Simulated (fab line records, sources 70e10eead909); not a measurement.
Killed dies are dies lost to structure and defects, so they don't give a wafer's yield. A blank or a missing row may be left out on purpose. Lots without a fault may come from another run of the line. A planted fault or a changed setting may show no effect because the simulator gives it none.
A struck lot beside a sound one | flow nand_harc | 33 steps out of a route of 1302
Sound: wafers L333.2, L333.3, L333.5. Struck: wafers L342.1, L342.3, L342.4. The cause comes at the end.
At each step with rows: each side's tool, then ch and its chambers, then its first start. Under that, the readings that differ: sound wafers | struck wafers | difference of the means | sigmas: that difference in standard deviations of wafers without a fault.
alike: readings whose means differ by less than 2 such deviations, and words and numbers that are the same on both sides. not compared: withheld readings, readings that some wafer has no value for, bounds like >300 that may hide the same value, and numbers for which the record gives no deviation and whose values overlap.
The two part at a step that has a row with sigmas, a row that says differs or no value, or rows on one side only. Numbers that don't overlap but have no deviation are shown without sigmas and don't part them. A reading that every wafer of one side lacks parts them only if that side has two wafers or more.

NHARC_P_GATE_CD_MEAS_91: target cd 2000 nm.
  sound on cd_sem-01 ch 0, day 6 00:40; struck on cd_sem-01 ch 0, day 9 21:02
  alike: cd_nm
then, 3 steps without rows for these wafers: NHARC_P_GATE_HARDBAKE_92 (time 80 s); NHARC_P_GATE_DESCUM_93 (chemistry O2, time 3 s); NHARC_P_GATE_IMPLANT_94.
NHARC_P_GATE_STRIP_113: strips in N2/H2, time 740 s.
  sound on plasma_asher-02 ch 0,1, day 6 01:19; struck on plasma_asher-02 ch 0,1, day 9 21:34
  alike: drypump_motor_current_A, heater_power_w
  not compared: rf_hours_counter_h
NHARC_P_GATE_STRIP_95: strips in O2.
  sound on plasma_asher-02 ch 0,1, day 6 01:55; struck on plasma_asher-02 ch 0,1, day 9 22:16
  alike: drypump_motor_current_A, heater_power_w
  not compared: rf_hours_counter_h
then, 1 step without rows for these wafers: NHARC_P_GATE_STRIP_96 (strips in SPM, time 900 s).
NHARC_P_GATE_RTA_64: time 1 s.
  sound on rtp_anneal-02 ch 0, day 6 02:30; struck on rtp_anneal-02 ch 0, day 9 22:50
  alike: lamp_power_pct, lamp_zone_3_pct, lamp_zone_5_pct, wafer_temp_C_max
then, 1 step without rows for these wafers: NHARC_P_GATE_ETCH_77 (etches SiO2 in dHF, target depth 6 nm).
NHARC_P_GATE_DEGAS_109: time 60 s.
  sound on pvd_sputter-02, day 6 02:47; struck on pvd_sputter-03, day 9 23:08
  alike: heater_power_w
then, 2 steps without rows for these wafers: NHARC_P_GATE_PRE_CLEAN_110 (time 30 s); NHARC_P_GATE_SPUTTER_78 (material Ni, target thk 10 nm).
NHARC_P_GATE_SPUTTER_79: material TiN, target thk 10 nm.
  sound on pvd_sputter-02, day 6 02:58; struck on pvd_sputter-03, day 9 23:19
then, 3 steps without rows for these wafers: NHARC_P_GATE_RTA_80 (time 30 s); NHARC_P_GATE_STRIP_67 (strips in SPM, time 600 s); NHARC_P_GATE_RTA_82 (time 30 s).
NHARC_P_GATE_INSPECT_68:
  sound on defect_inspect-01, day 6 03:44; struck on defect_inspect-02, day 10 00:16
  reading          | sound       | struck         | difference | sigmas
  raw_defect_count | 119 128 107 | 1273 1319 1359 | +1199      | +14
  not compared: hold
then, 1 step without rows for these wafers: NHARC_P_CONTACT_DEP_00 (deposits SiO2, target thk 500 nm).
NHARC_P_CONTACT_CMP_01: polishes SiO2, target thk 200 nm.
  sound on cmp-01 ch 0,1,2, day 6 04:32; struck on cmp-03 ch 0,2,3, day 10 04:34
  alike: motor_current_A
  not compared: pad_life_wafers
then, 11 steps without rows for these wafers: NHARC_P_CONTACT_SRD_03; NHARC_P_CONTACT_DEHYDRATE_04 (time 120 s); NHARC_P_CONTACT_HMDS_05 (time 30 s); NHARC_P_CONTACT_COAT_33 (time 75 s); NHARC_P_CONTACT_COAT_34 (time 65 s); NHARC_P_CONTACT_COAT_06 (resist thk 90 nm); NHARC_P_CONTACT_SOFTBAKE_07 (time 55 s); NHARC_P_CONTACT_EBR_08; NHARC_P_CONTACT_EXPOSE_09 (exposes mask P CA, target cd 90 nm); NHARC_P_CONTACT_PEB_10 (peb time 65 s); NHARC_P_CONTACT_DEVELOP_11 (develop time 35 s).
NHARC_P_CONTACT_CD_MEAS_12: target cd 90 nm.
  sound on cd_sem-01 ch 0, day 6 05:21; struck on cd_sem-03 ch 0, day 10 05:16
  alike: cd_nm
NHARC_P_CONTACT_OVL_MEAS_13:
  sound on overlay-01, day 6 05:26; struck on overlay-02, day 10 05:22
  alike: overlay_x_nm, overlay_y_nm
NHARC_END_SORT_01:
  the record has rows for the sound wafers here (prober-01 ch 0, day 25 04:43) and none for the struck ones

WHERE THEY PART
First at NHARC_P_GATE_INSPECT_68; last, within this record, at NHARC_END_SORT_01.

WHY: what the simulator had put in
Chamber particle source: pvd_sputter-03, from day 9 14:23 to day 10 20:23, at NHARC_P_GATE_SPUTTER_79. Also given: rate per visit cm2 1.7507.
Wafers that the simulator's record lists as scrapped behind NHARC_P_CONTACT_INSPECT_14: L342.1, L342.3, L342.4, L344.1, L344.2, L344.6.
